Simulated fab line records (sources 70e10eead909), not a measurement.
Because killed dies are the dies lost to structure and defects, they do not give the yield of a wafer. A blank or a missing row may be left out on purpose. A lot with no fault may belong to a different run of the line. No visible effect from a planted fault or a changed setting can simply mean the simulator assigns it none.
Chamber matching ; flow nandHarc ; NHARC_A_ZERO_WELL_ETCH_19 on rieDiel-06: 4 sister chambers
The step etches the open film in N2/H2, target depth 80 nm, overetch 24 nm, time 87.88 s. 4 wafers are shown with their chamber, then 9 later ones without.

## WAFERS, EACH WITH ITS CHAMBER
wafer;chamber;drypumpMotorCurrentA (A)
L131.6;0;6.3
L138.6;3;5.9
L144.2;1;5.4
L144.3;2;5.8

## WAFERS WITH NO CHAMBER GIVEN
wafer;drypumpMotorCurrentA (A)
L144.5;5.8
L146.3;5.9
L146.5;5.8
L148.2;5.9
L148.3;6.3
L148.5;5.8
L151.1;5.8
L151.2;5.9
L151.4;5.5

## WHICH CHAMBER EACH WENT THROUGH
wafer;from the rows above;in truth
L144.5;2;2
L146.3;3;3
L146.5;2;2
L148.2;3;3
L148.3;0;0
L148.5;2;2
L151.1;2;2
L151.2;3;3
L151.4;1;1
9 of 9 placed correctly. Number that these rows cannot place: 0. Wrongly placed: 0.
How it was worked out, from the rows above alone: a wafer's distance from a chamber is the root of the sum, over the readings, of the square of ((its reading less the chamber's mean) divided by the reading's scatter). If the next closest chamber is less than 2 further off than the closest, the wafer can't be placed; otherwise it belongs to the closest. A chamber's mean is the mean of its shown wafers. The scatter (one wafer shown for each chamber): square how far every hidden wafer sits from the nearest shown wafer, average those squares and take the square root.
